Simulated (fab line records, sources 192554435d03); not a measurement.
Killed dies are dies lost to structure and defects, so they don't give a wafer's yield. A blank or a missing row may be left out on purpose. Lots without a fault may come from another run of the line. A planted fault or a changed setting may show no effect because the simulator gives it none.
A struck lot beside a sound one | flow n5_finfet | 16 steps out of a route of 1938
Sound: wafers L400.3, L400.5, L400.6. Struck: wafer L415.3. (L415.1, L415.4 of the same lot were not struck and are left out.) The cause comes at the end.
At each step with rows: each side's tool, then ch and its chambers, then its first start. Under that, the readings that differ: sound wafers | struck wafers | difference of the means | sigmas: that difference in standard deviations of wafers without a fault.
alike: readings whose means differ by less than 2 such deviations, and words and numbers that are the same on both sides. not compared: withheld readings, readings that some wafer has no value for, bounds like >300 that may hide the same value, and numbers for which the record gives no deviation and whose values overlap.
The two part at a step that has a row with sigmas, a row that says differs or no value, or rows on one side only. Numbers that don't overlap but have no deviation are shown without sigmas and don't part them. A reading that every wafer of one side lacks parts them only if that side has two wafers or more.

first, 8 steps without rows for these wafers: N5_BEOL_M14_COAT_58 (time 60 s, resist thk 89 nm); N5_BEOL_M14_COAT_04 (resist thk 800 nm); N5_BEOL_M14_EBR_06; N5_BEOL_M14_SOFTBAKE_05 (time 60 s); N5_BEOL_M14_EXPOSE_07 (exposes mask V13); N5_BEOL_M14_PEB_08 (peb time 90 s); N5_BEOL_M14_DEVELOP_09 (develop time 45 s); N5_BEOL_M14_HARDBAKE_14 (time 120 s).
N5_BEOL_M14_CD_MEAS_10: target cd 250 nm.
  sound on cd_sem-03 ch 0, day 13 21:55; struck on cd_sem-03 ch 0, day 17 05:23
  alike: cd_nm
N5_BEOL_M14_OVL_MEAS_11:
  sound on overlay-02 ch 0, day 13 21:57; struck on overlay-02 ch 0, day 17 05:25
  alike: V13_OVL
N5_BEOL_M14_INSPECT_12: inspects for defects (macro).
  sound on defect_inspect-02, day 13 21:59; struck on defect_inspect-01, day 17 05:26
  alike: raw_defect_count
N5_BEOL_M14_DESCUM_15: chemistry O2, time 7.9 s.
  sound on rie_diel-05 ch 0,3, day 13 22:01; struck on rie_diel-05 ch 0, day 17 05:28
  alike: drypump_motor_current_A, oes_product_au, rf_vpp_V, showerhead_plenum_p_Torr, throttle_valve_pct
  not compared: rf_hours_counter_h
N5_BEOL_M14_ETCH_59: etches BARC in N2/H2, target depth 89 nm, overetch 26.7 nm, time 67.9 s.
  sound on rie_diel-05 ch 0,3, day 13 22:03; struck on rie_diel-05 ch 0, day 17 05:31
  reading                                    | sound           | struck | difference | sigmas
  run_length_s (s)                           | 91.3 91.1 91.8  | 101.0  | +9.6       | +25
  model.coat_of_BEOL_M14_COAT_04.thk_nm (nm) | 718 713.8 717.2 | 709.6  | -6.7       |
  alike: drypump_motor_current_A, oes_product_au, rf_vpp_V, showerhead_plenum_p_Torr, throttle_valve_pct
  not compared: rf_hours_counter_h
N5_BEOL_M14_VIA_ETCH_16: etches SiO2 in C4F8/O2/Ar, target depth 1231.3 nm.
  sound on rie_diel-05 ch 0,3, day 13 22:06; struck on rie_diel-05 ch 0, day 17 05:34
  alike: drypump_motor_current_A, mfc_ar_sccm, oes_o_777_au, oes_product_au, rf_vpp_V, showerhead_plenum_p_Torr, throttle_valve_pct
  not compared: model.coat_of_BEOL_M14_COAT_04.thk_nm
N5_BEOL_M14_STRIP_63: strips in O2.
  sound on rie_diel-05 ch 0,3; struck on rie_diel-05 ch 0
  alike: drypump_motor_current_A, oes_product_au, rf_vpp_V, showerhead_plenum_p_Torr, throttle_valve_pct
  not compared: rf_hours_counter_h
N5_PASSIVATION_PROBE_49:
  the record has rows for the sound wafers here (prober-02, day 15 02:17) and none for the struck ones

WHERE THEY PART
First at N5_BEOL_M14_ETCH_59; last, within this record, at N5_PASSIVATION_PROBE_49.

WHY: what the simulator had put in
Process parameter drift: rie_diel-05, from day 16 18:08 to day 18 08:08, at N5_BEOL_M14_ETCH_59. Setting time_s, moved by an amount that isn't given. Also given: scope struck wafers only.
